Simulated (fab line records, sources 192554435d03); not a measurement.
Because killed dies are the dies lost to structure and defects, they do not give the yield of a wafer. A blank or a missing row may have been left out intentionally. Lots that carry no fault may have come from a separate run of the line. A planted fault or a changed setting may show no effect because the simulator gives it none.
What tool caused it?	flow n5_finfet	Sampling: 11 lots, 33 wafers, 4 of 1938 route steps

== WHAT THE GAUGES SHOWED, per wafer ==
N5_BEOL_M5_THK_MEAS_01.
lot	measured	on	M5_ILD_THK (nm)
L593	day 8 03:08	film_metro-01	123.7 122.4 124.3
L596	day 8 13:07	film_metro-01	119.3 120.7 122.2
L600	day 9 23:17	film_metro-01	121.2 120.9 121.5
L602	day 9 23:53	film_metro-02	120.6 121.5 123.2
L599	day 10 07:15	film_metro-02	121.4 121.1 122.3
L604	day 10 21:55	film_metro-02	120.0 122.2 123.3
L605	day 10 22:24	film_metro-02	126.6 125.1 129.0
L606	day 11 05:56	film_metro-01	120.9 120.7 122.1
L607	day 11 07:58	film_metro-02	127.1 125.5 128.7
L615	day 13 09:37	film_metro-01	120.0 120.5 122.5
L616	day 13 15:46	film_metro-02	118.5 120.4 120.1

== TOOL THAT RAN EACH LOT (tool first, then ch and the chambers of the sampled wafers, then the start) ==
lot	N5_BEOL_M4_SPUTTER_92	N5_BEOL_M4_ANNEAL_51	N5_BEOL_M5_ILD_DEP_00
L593	pvd_sputter-02, day 8 00:02	rtp_anneal-02 ch 0, day 8 00:49	pecvd-02 ch 0,1,2, day 8 02:35
L596	pvd_sputter-02, day 8 09:35	rtp_anneal-02 ch 0, day 8 10:13	pecvd-04 ch 0,2, day 8 12:05
L600	pvd_sputter-02, day 9 20:08	rtp_anneal-02 ch 0, day 9 20:52	pecvd-01 ch 0,2, day 9 22:43
L602	pvd_sputter-01, day 9 20:22	rtp_anneal-01 ch 0, day 9 21:05	pecvd-02 ch 0,1, day 9 22:52
L599	pvd_sputter-03, day 10 03:44	rtp_anneal-01 ch 0, day 10 04:23	pecvd-02 ch 0,2, day 10 06:17
L604	pvd_sputter-03, day 10 17:38	rtp_anneal-01 ch 0, day 10 18:23	pecvd-02 ch 1,2, day 10 21:00
L605	pvd_sputter-02, day 10 19:08	rtp_anneal-01 ch 0, day 10 19:46	pecvd-02 ch 0,1, day 10 21:42
L606	pvd_sputter-03, day 11 02:47	rtp_anneal-02 ch 0, day 11 03:26	pecvd-04 ch 0,1,2, day 11 05:22
L607	pvd_sputter-02, day 11 04:53	rtp_anneal-01 ch 0, day 11 05:31	pecvd-02 ch 0,1, day 11 07:23
L615	pvd_sputter-03, day 13 06:32	rtp_anneal-01 ch 0, day 13 07:10	pecvd-04 ch 0,1, day 13 09:03
L616	pvd_sputter-02, day 13 12:42	rtp_anneal-01 ch 0, day 13 13:23	pecvd-04 ch 0,2, day 13 15:12
- N5_BEOL_M4_SPUTTER_92: material Cu, target thk 4.5 nm, time 8.29 s.
- N5_BEOL_M4_ANNEAL_51: time 90 s.
- N5_BEOL_M5_ILD_DEP_00: deposits SiCOH lowk from DEMS/porogen, target thk 140.64 nm, time 25.9 s.

== THE ANSWER, worked out from the rows above alone ==
Rule: usual is defined by the lots themselves. The widest of any qualifying gaps counts: lots, ordered by their means at a reading, are off when they make up no more than a third of the lots, leave a main group of 4 or more, and stand apart from it by 3 or more times the standard deviation of that group's means. The tables above print the reading to a certain number of digits; a main group whose means all agree to those digits is not used. Also off: a lot with no number at a reading for which 4 or more lots have one. Where the step has rows for the other lots, those lots are counted as sound.
Off: at N5_BEOL_M5_THK_MEAS_01 (M5_ILD_THK), L605, L607. Main group: mean 121.4 nm, sd 0.96.
If a tool, at a process step before that reading, ran all the lots that are off and no sound lot after the first of them, it fits. Gauges at N5_BEOL_M5_THK_MEAS_01: tried the same way as those tools. One fits: N5_BEOL_M5_ILD_DEP_00 on pecvd-02. Its last sound lot is L604 (day 10 21:00), its first lot that is off L605 (day 10 21:42): a fault that began between those two fits.

== WHAT WAS PUT IN BY THE SIMULATOR ==
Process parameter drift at N5_BEOL_M5_ILD_DEP_00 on pecvd-02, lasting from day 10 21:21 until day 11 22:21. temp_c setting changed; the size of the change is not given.
Struck lots among those shown: L605, L607. The same result came from the rule above.
